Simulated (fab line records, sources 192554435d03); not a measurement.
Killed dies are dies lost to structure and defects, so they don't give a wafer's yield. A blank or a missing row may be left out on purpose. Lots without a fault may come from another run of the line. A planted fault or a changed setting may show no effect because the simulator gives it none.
Chamber matching | flow n5_finfet | N5_BEOL_M10_ETCH_66 on rie_diel-01: 4 sister chambers
The step etches SOC in N2/H2, target depth 120 nm, overetch 24 nm, time 180 s. 8 wafers are shown with their chamber, then 9 later ones without.

WAFERS WITH THEIR CHAMBER
wafer  | chamber | drypump_motor_current_A (A) | showerhead_plenum_p_Torr (Torr)
L074.3 | 2       | 6.1                         | 2.64
L078.6 | 2       | 6.1                         | 2.63
L087.2 | 0       | 5.2                         | 2.44
L087.3 | 3       | 5.2                         | 2.59
L087.5 | 1       | 6.0                         | 2.48
L088.2 | 1       | 5.9                         | 2.48
L088.3 | 3       | 5.2                         | 2.59
L088.5 | 0       | 5.2                         | 2.44

WAFERS WITHOUT THEIR CHAMBER
wafer  | drypump_motor_current_A (A) | showerhead_plenum_p_Torr (Torr)
L092.1 | 5.2                         | 2.59
L092.2 | 6.1                         | 2.62
L092.4 | 5.2                         | 2.43
L091.1 | 5.9                         | 2.47
L091.3 | 5.2                         | 2.43
L091.6 | 5.3                         | 2.59
L095.1 | 5.9                         | 2.47
L095.2 | 5.2                         | 2.43
L095.4 | 5.2                         | 2.59

WHICH CHAMBER EACH WENT THROUGH
wafer  | from the rows above | in truth
L092.1 | 3                   | 3
L092.2 | 2                   | 2
L092.4 | 0                   | 0
L091.1 | 1                   | 1
L091.3 | 0                   | 0
L091.6 | 3                   | 3
L095.1 | 1                   | 1
L095.2 | 0                   | 0
L095.4 | 3                   | 3
Placed correctly: 9 of 9. Can't be placed from these rows: 0. Placed wrongly: 0.
How it was worked out, from the rows above alone: a wafer's distance from a chamber is the root of the sum, over the readings, of the square of ((its reading less the chamber's mean) divided by the reading's scatter). The wafer belongs to the nearest chamber; if the next one is less than 2 further off, it can't be placed. A chamber's mean is the mean of its shown wafers. The scatter: the root of (the sum of the squares of (reading less its chamber's mean) over the shown wafers, divided by (wafers less chambers)).
